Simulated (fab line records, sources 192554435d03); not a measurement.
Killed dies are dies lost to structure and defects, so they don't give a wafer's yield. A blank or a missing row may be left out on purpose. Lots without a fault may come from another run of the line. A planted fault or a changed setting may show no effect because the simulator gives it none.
One fault seen from 2 desks | flow n5_finfet | each desk has only its own numbers; what lay behind them comes last
Where a reading is given only as a bound, like >300, the bound stands for it, and a mean or a difference that rests on one is marked > or <: the true number lies beyond.

THE TOOL OWNER'S DESK: pecvd-04
The tool's own readings at N5_PASSIVATION_PECVD_35 (deposits SiNx from SiH4/NH3/N2, target thk 700 nm, time 151.3 s): means of the sampled wafers that have a number, for each lot that ran on this tool. A lot is out of limits, marked OUT, if its mean lies more than 4 standard deviations from the usual mean; the brackets give that distance.
Columns: A = heater_power_outer_w at N5_PASSIVATION_PECVD_35, usual 175 W; B = heater_power_w at N5_PASSIVATION_PECVD_35, usual 372 W; C = showerhead_plenum_p_Torr at N5_PASSIVATION_PECVD_35, usual 8.65 Torr; D = showerhead_vpp_V at N5_PASSIVATION_PECVD_35, usual 2296 V; E = throttle_valve_pct at N5_PASSIVATION_PECVD_35, usual 28.3 %
lot  | first seen here | A   | B   | C    | D    | E
L838 | day 12 15:45    | 167 | 372 | 8.63 | 2274 | 28.0
L839 | day 12 16:10    | 153 | 341 | 8.64 | 2234 | 28.2
L845 | day 14 04:40    | 169 | 376 | 8.62 | 2284 | 27.8
L852 | day 15 21:52    | 252 | 478 | 8.62 | 2262 | 27.9
L853 | day 15 22:23    | 178 | 385 | 8.64 | 2258 | 27.8
This desk's finding: nothing out of limits on any of the 5 lots.

THE DEFECT DESK
What the inspections along the route counted, lot by lot: means of the sampled wafers that have a number. A lot is out of limits, marked OUT, if its mean lies more than 4 standard deviations from the usual mean; the brackets give that distance.
Columns: A = raw_defect_count at N5_PASSIVATION_INSPECT_67, usual 2.2
lot  | first seen here | A
L838 | day 12 16:22    | 2.7
L839 | day 12 16:40    | 2.7
L840 | day 12 21:41    | 1.0
L841 | day 13 04:00    | 3.0
L845 | day 14 05:17    | 2.0
L852 | day 15 22:29    | >101 (>+66) OUT
L853 | day 15 23:00    | >100 (>+65) OUT
L855 | day 16 10:56    | 4.3
L856 | day 16 20:27    | 1.7
L857 | day 16 23:29    | 2.0
This desk's finding: out of limits on L852, L853; first on L852, day 15 22:29 (raw_defect_count at N5_PASSIVATION_INSPECT_67). In limits: L838, L839, L840, L841, L845, L855, L856, L857.

PUT TOGETHER
The defect desk could have raised an alarm at day 15 22:29, on L852, L853.
The tool owner's desk saw nothing out of limits.
The tool owner's desk has L852, L853 on record, within its limits.
Of the lots named, all ran N5_PASSIVATION_PECVD_35 on pecvd-04.

WHAT THE SIMULATOR HAD PUT IN
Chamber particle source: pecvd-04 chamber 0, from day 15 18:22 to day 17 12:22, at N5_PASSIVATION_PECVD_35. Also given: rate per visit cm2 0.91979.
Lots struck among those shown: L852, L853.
Hours from the fault's start to each desk's first reading out of limits: the defect desk, 4.
